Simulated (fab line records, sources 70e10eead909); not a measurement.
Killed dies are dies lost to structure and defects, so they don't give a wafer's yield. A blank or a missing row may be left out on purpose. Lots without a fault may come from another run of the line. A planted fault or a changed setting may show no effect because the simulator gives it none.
Chamber matching | flow nand_harc | NHARC_A_ONON_D2_DEP_33 on pecvd-03: 3 sister chambers
The step deposits SiO2, target thk 200 nm. 14 wafers are shown with their chamber, then 7 later ones without.

WAFERS WITH THEIR CHAMBER
wafer  | chamber | heater_power_w (W) | throttle_valve_pct (%) | mfc_precursor_sccm (sccm)
L450.1 | 2       | 533                | 16.5                   | 161.0
L450.4 | 1       | 629                | 16.5                   | 161.4
L450.6 | 0       | 384                | 15.5                   | 161.1
L452.2 | 2       | 485                | 16.9                   | 160.8
L452.5 | 1       | 647                | 16.5                   | 161.6
L452.6 | 2       | 516                | 16.6                   | 161.4
L454.3 | 2       | 587                | 16.6                   | 161.5
L454.4 | 0       | 394                | 15.7                   | 161.5
L454.6 | 1       | 538                | 16.5                   | 161.4
L459.2 | 1       | 633                | 15.7                   | 162.4
L459.4 | 1       | 483                | 15.6                   | 162.1
L459.5 | 2       | 560                | 15.9                   | 161.4
L466.2 | 2       | 572                | 16.2                   | 161.9
L466.3 | 0       | 436                | 15.6                   | 160.9

SIGNATURES (means of the wafers above)
reading            | chamber 0 | chamber 1 | chamber 2 | scatter within a chamber
heater_power_w     | 404.67    | 586.00    | 542.17    | 51.8
throttle_valve_pct | 15.600    | 16.160    | 16.450    | 0.37
mfc_precursor_sccm | 161.167   | 161.780   | 161.333   | 0.399
Rule: a wafer's distance from a chamber is the root of the sum, over the readings, of the square of ((its reading less the chamber's mean) divided by the reading's scatter). The wafer belongs to the nearest chamber; if the next one is less than 2 further off, it can't be placed. The scatter: the root of (the sum of the squares of (reading less its chamber's mean) over the shown wafers, divided by (wafers less chambers)).

WAFERS WITHOUT THEIR CHAMBER
wafer  | heater_power_w (W) | throttle_valve_pct (%) | mfc_precursor_sccm (sccm)
L466.6 | 442                | 15.3                   | 161.0
L468.4 | 642                | 15.7                   | 161.8
L468.5 | 497                | 16.3                   | 162.3
L468.6 | 419                | 15.7                   | 161.2
L470.1 | 630                | 15.6                   | 162.0
L470.3 | 558                | 16.3                   | 162.0
L470.4 | 472                | 15.5                   | 161.4

WHICH CHAMBER EACH WENT THROUGH
wafer  | from the rows above          | in truth
L466.6 | 0                            | 0
L468.4 | can't be placed: 1 or 2      | 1
L468.5 | can't be placed: 1 or 2 or 0 | 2
L468.6 | 0                            | 0
L470.1 | can't be placed: 1 or 2      | 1
L470.3 | can't be placed: 1 or 2      | 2
L470.4 | can't be placed: 0 or 2 or 1 | 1
Placed correctly: 2 of 7. Can't be placed from these rows: 5 (the true chamber is among the candidates in 5). Placed wrongly: 0.
